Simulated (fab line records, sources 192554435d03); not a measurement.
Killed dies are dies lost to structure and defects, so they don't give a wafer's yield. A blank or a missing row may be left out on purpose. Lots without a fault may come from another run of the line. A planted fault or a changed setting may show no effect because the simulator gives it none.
A struck lot beside a sound one | flow n5_finfet | 38 steps out of a route of 1938
Sound: wafers L195.1, L195.2, L195.3. Struck: wafers L196.1, L196.4. (L196.5 of the same lot was not struck and is left out.) The cause comes at the end.
At each step with rows: each side's tool, then ch and its chambers, then its first start. Under that, the readings that differ: sound wafers | struck wafers | difference of the means | sigmas: that difference in standard deviations of wafers without a fault.
alike: readings whose means differ by less than 2 such deviations, and words and numbers that are the same on both sides. not compared: withheld readings, readings that some wafer has no value for, bounds like >300 that may hide the same value, and numbers for which the record gives no deviation and whose values overlap.
The two part at a step that has a row with sigmas, a row that says differs or no value, or rows on one side only. Numbers that don't overlap but have no deviation are shown without sigmas and don't part them. A reading that every wafer of one side lacks parts them only if that side has two wafers or more.

first, 9 steps without rows for these wafers: N5_BEOL_M3_ANNEAL_95 (time 240 s); N5_BEOL_M3_SPUTTER_96 (material Cu, target thk 4.5 nm, time 8.29 s); N5_BEOL_M3_ECD_50 (material Cu, target thk 300 nm); N5_BEOL_M3_ANNEAL_51 (time 90 s); N5_BEOL_M3_CMP_52 (polishes, stops on SiOC, t overpolish 6.8 s, target thk 40 nm); N5_BEOL_M3_PRE_CLEAN_60 (time 15 s); N5_BEOL_M3_CO_CAP_55 (material Co, precursor CCTBA/H2, target thk 2 nm, time 102.1 s); N5_BEOL_M3_PRE_CLEAN_56 (time 15 s); N5_BEOL_M3_DEP_57 (deposits SiCN from 3MS/NH3, target thk 8 nm, time 14 s).
N5_BEOL_M4_ILD_DEP_00: deposits SiOC from DEMS/O2, target thk 79 nm, time 15.3 s.
  sound on pecvd-01 ch 0,1,2, day 8 10:39; struck on pecvd-01 ch 0, day 8 23:38
  reading                                      | sound        | struck      | difference | sigmas
  model.SiOC_of_BEOL_M4_ILD_DEP_00.thk_nm (nm) | 79.2 79 79.2 | 111.2 112.8 | +32.9      |
  alike: heater_power_w, showerhead_plenum_p_Torr, throttle_valve_pct
N5_BEOL_M4_THK_MEAS_01:
  sound on film_metro-02, day 8 10:43; struck on film_metro-02, day 8 23:42
  reading         | sound          | struck      | difference | sigmas
  M4_ILD_THK (nm) | 79.2 79.0 79.2 | 111.3 112.7 | +32.9      | +37
then, 24 steps without rows for these wafers: N5_BEOL_M4_PECVD_72 (deposits SiO2 from TEOS/O2, target thk 16 nm, time 18 s); N5_BEOL_M4_HM_DEP_02 (deposits TiN, target thk 20 nm); N5_BEOL_M4_COAT_61 (time 60 s, resist thk 60 nm); N5_BEOL_M4_COAT_62 (time 60 s, resist thk 12 nm); N5_BEOL_M4_COAT_73 (time 60 s, resist thk 5 nm); N5_BEOL_M4_COAT_05 (resist thk 30 nm); N5_BEOL_M4_EBR_07; N5_BEOL_M4_SOFTBAKE_06 (time 60 s); N5_BEOL_M4_EXPOSE_08 (exposes mask M4); N5_BEOL_M4_PEB_09 (peb time 60 s); N5_BEOL_M4_DEVELOP_10 (develop time 30 s); N5_BEOL_M4_DESCUM_16 (chemistry O2, time 7 s); N5_BEOL_M4_ETCH_74 (etches underlayer in N2/H2, target depth 6.5 nm, time 5.2 s); N5_BEOL_M4_ETCH_63 (etches SiARC in CF4, target depth 15.6 nm, time 26 s); N5_BEOL_M4_ETCH_64 (etches SOC in N2/H2, target depth 75 nm, overetch 22.5 nm, time 121.9 s); N5_BEOL_M4_STRIP_65 (strips in N2/H2); N5_BEOL_M4_STRIP_75 (strips in N2/H2); N5_BEOL_M4_STRIP_66 (strips in CF4); N5_BEOL_M4_HM_OPEN_17 (chemistry Cl2/BCl3, target TiN, target depth 20 nm, overetch 6 nm); N5_BEOL_M4_STRIP_19 (strips in O2); N5_BEOL_M4_COAT_67 (time 60 s, resist thk 60 nm); N5_BEOL_M4_COAT_68 (time 60 s, resist thk 12 nm); N5_BEOL_M4_COAT_76 (time 60 s, resist thk 5 nm); N5_BEOL_M4_COAT_22 (resist thk 30 nm).
N5_BEOL_M4_CMP_52: polishes, stops on SiOC, t overpolish 6.8 s, target thk 40 nm.
  sound on cmp-02 ch 0,2,3, day 8 23:17; struck on cmp-02 ch 0,1, day 9 09:05
  reading                                      | sound        | struck      | difference | sigmas
  model.SiOC_of_BEOL_M4_ILD_DEP_00.thk_nm (nm) | 76.2 76 76.2 | 108.2 109.8 | +32.9      |
  alike: clearing_platen_down_force_psi, edge_zone_pressure_frac, motor_current_A
N5_BEOL_M4_RC_MEAS_101:
  the record has rows for the sound wafers here (prober-02 ch 0, day 8 23:53) and none for the struck ones
-- the record jumps here: 4 days lie between the struck wafers' starts before and after (it left off in module BEOL_M4 and takes up again in module PASSIVATION, whose first step shown is number 1936 of the route) --
N5_PASSIVATION_PROBE_49:
  the record has rows for the struck wafers here (prober-01, day 13 14:20) and none for the sound ones

WHERE THEY PART
First at N5_BEOL_M4_THK_MEAS_01; last, within this record, at N5_PASSIVATION_PROBE_49.

WHY: what the simulator had put in
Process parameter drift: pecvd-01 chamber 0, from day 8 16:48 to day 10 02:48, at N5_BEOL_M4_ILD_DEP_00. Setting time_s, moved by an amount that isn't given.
